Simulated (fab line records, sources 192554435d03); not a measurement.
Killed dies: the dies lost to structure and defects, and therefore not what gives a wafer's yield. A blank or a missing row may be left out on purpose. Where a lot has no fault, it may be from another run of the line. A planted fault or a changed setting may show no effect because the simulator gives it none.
Chamber matching | flow n5Finfet | 4 sister chambers for N5_BEOL_M1_ETCHBACK_99 on rieDiel-04
The step etches SiO2 in CHF3, target depth 5 nm, time 10.4 s. 4 wafers are shown with their chamber, then 7 later ones without.

WAFERS WITH THEIR CHAMBER
wafer  | chamber | showerheadPlenumPTorr (Torr)
L079.3 | 1       | 2.13
L082.6 | 0       | 2.28
L094.3 | 2       | 2.15
L094.5 | 3       | 2.09

WAFERS WITHOUT THEIR CHAMBER
wafer  | showerheadPlenumPTorr (Torr)
L094.6 | 2.15
L095.3 | 2.12
L095.5 | 2.09
L095.6 | 2.27
L097.3 | 2.12
L097.4 | 2.27
L097.5 | 2.12

EACH ONE'S CHAMBER
wafer  | from the rows above | in truth
L094.6 | 2                   | 2
L095.3 | 1                   | 1
L095.5 | 3                   | 3
L095.6 | 0                   | 0
L097.3 | 1                   | 1
L097.4 | 0                   | 0
L097.5 | 1                   | 1
7 of 7 placed correctly. Can't be placed from these rows: 0. Wrongly placed: 0.
How it was worked out, from the rows above alone: a wafer's distance from a chamber is the root of the sum, over the readings, of the square of ((its reading less the chamber's mean) divided by the reading's scatter). The wafer belongs to the nearest chamber; if the next one is less than 2 further off, it can't be placed. For every chamber, the mean is computed from those of its wafers that are shown. The scatter: with one shown wafer a chamber, the root of the mean of the squares of how far each hidden wafer lies from its nearest shown one.
